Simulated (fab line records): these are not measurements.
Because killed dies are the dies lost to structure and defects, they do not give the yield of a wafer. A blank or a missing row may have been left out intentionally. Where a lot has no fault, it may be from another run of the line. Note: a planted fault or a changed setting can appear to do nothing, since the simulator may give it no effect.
Matching of chambers + flow n5 finfet + N5_BEOL_M13_VIA_ETCH_16 on rie diel-05: 4 sister chambers
The step etches SiOC in C4F8/O2/Ar, target depth 921.7 nm. 20 wafers are shown with their chamber, then 10 later ones without.

## WAFERS PAIRED WITH THEIR CHAMBERS
| wafer  | chamber | throttle valve pct (%) | showerhead plenum p Torr (Torr) | rf vpp V (V) |
|--------|---------|------------------------|---------------------------------|--------------|
| L074.1 | 1       | 24.5                   | 3.27                            | 661.4        |
| L074.2 | 2       | 24.1                   | 3.40                            | 664.6        |
| L074.6 | 0       | 23.9                   | 3.57                            | 669.0        |
| L079.1 | 3       | 24.7                   | 3.44                            | 666.5        |
| L079.5 | 0       | 23.9                   | 3.56                            | 668.3        |
| L079.6 | 1       | 24.5                   | 3.27                            | 661.2        |
| L082.1 | 3       | 24.7                   | 3.44                            | 666.4        |
| L082.3 | 1       | 24.5                   | 3.27                            | 662.0        |
| L082.4 | 0       | 23.9                   | 3.56                            | 669.8        |
| L083.4 | 1       | 24.5                   | 3.27                            | 662.2        |
| L083.5 | 3       | 24.7                   | 3.44                            | 665.6        |
| L083.6 | 1       | 24.5                   | 3.27                            | 660.7        |
| L087.1 | 3       | 24.8                   | 3.44                            | 665.5        |
| L087.3 | 2       | 24.1                   | 3.39                            | 663.7        |
| L087.6 | 3       | 24.7                   | 3.44                            | 665.1        |
| L088.1 | 2       | 24.1                   | 3.39                            | 664.0        |
| L088.5 | 1       | 24.5                   | 3.26                            | 660.1        |
| L088.6 | 3       | 24.7                   | 3.44                            | 665.5        |
| L093.1 | 3       | 24.8                   | 3.43                            | 666.0        |
| L093.2 | 1       | 24.5                   | 3.26                            | 660.0        |

SIGNATURES (averages over the wafers above)
| reading                  | chamber 0 | chamber 1 | chamber 2 | chamber 3 | scatter within a chamber |
|--------------------------|-----------|-----------|-----------|-----------|--------------------------|
| throttle valve pct       | 23.900    | 24.500    | 24.100    | 24.729    | 0.0299                   |
| showerhead plenum p Torr | 3.5633    | 3.2671    | 3.3933    | 3.4386    | 0.00476                  |
| rf vpp V                 | 669.033   | 661.086   | 664.100   | 665.800   | 0.691                    |
Rule: for a wafer and a chamber, the distance is found by dividing, reading by reading, the gap between the wafer's reading and the chamber's mean by the reading's scatter, squaring, summing and taking the root. If the next closest chamber is less than 2 further off than the closest, the wafer can't be placed; otherwise it belongs to the closest. The scatter: the root of (the sum of the squares of (reading less its chamber's mean) over the shown wafers, divided by (wafers less chambers)).

## WAFERS MISSING THEIR CHAMBER
| wafer  | throttle valve pct (%) | showerhead plenum p Torr (Torr) | rf vpp V (V) |
|--------|------------------------|---------------------------------|--------------|
| L093.3 | 24.1                   | 3.38                            | 664.6        |
| L093.4 | 24.8                   | 3.43                            | 667.2        |
| L093.5 | 24.5                   | 3.26                            | 661.9        |
| L093.6 | 24.1                   | 3.38                            | 665.3        |
| L095.4 | 24.1                   | 3.38                            | 663.1        |
| L095.5 | 24.8                   | 3.43                            | 664.4        |
| L095.6 | 24.0                   | 3.55                            | 668.8        |
| L094.2 | 24.1                   | 3.38                            | 664.2        |
| L094.3 | 24.5                   | 3.26                            | 658.9        |
| L094.5 | 23.9                   | 3.55                            | 668.7        |

## THE CHAMBER EACH PASSED THROUGH
| wafer  | from the rows above | in truth |
|--------|---------------------|----------|
| L093.3 | 2                   | 2        |
| L093.4 | 3                   | 3        |
| L093.5 | 1                   | 1        |
| L093.6 | 2                   | 2        |
| L095.4 | 2                   | 2        |
| L095.5 | 3                   | 3        |
| L095.6 | 0                   | 0        |
| L094.2 | 2                   | 2        |
| L094.3 | 1                   | 1        |
| L094.5 | 0                   | 0        |
Placed correctly: 10 of 10. From these rows, 0 cannot be placed. Number placed wrongly: 0.
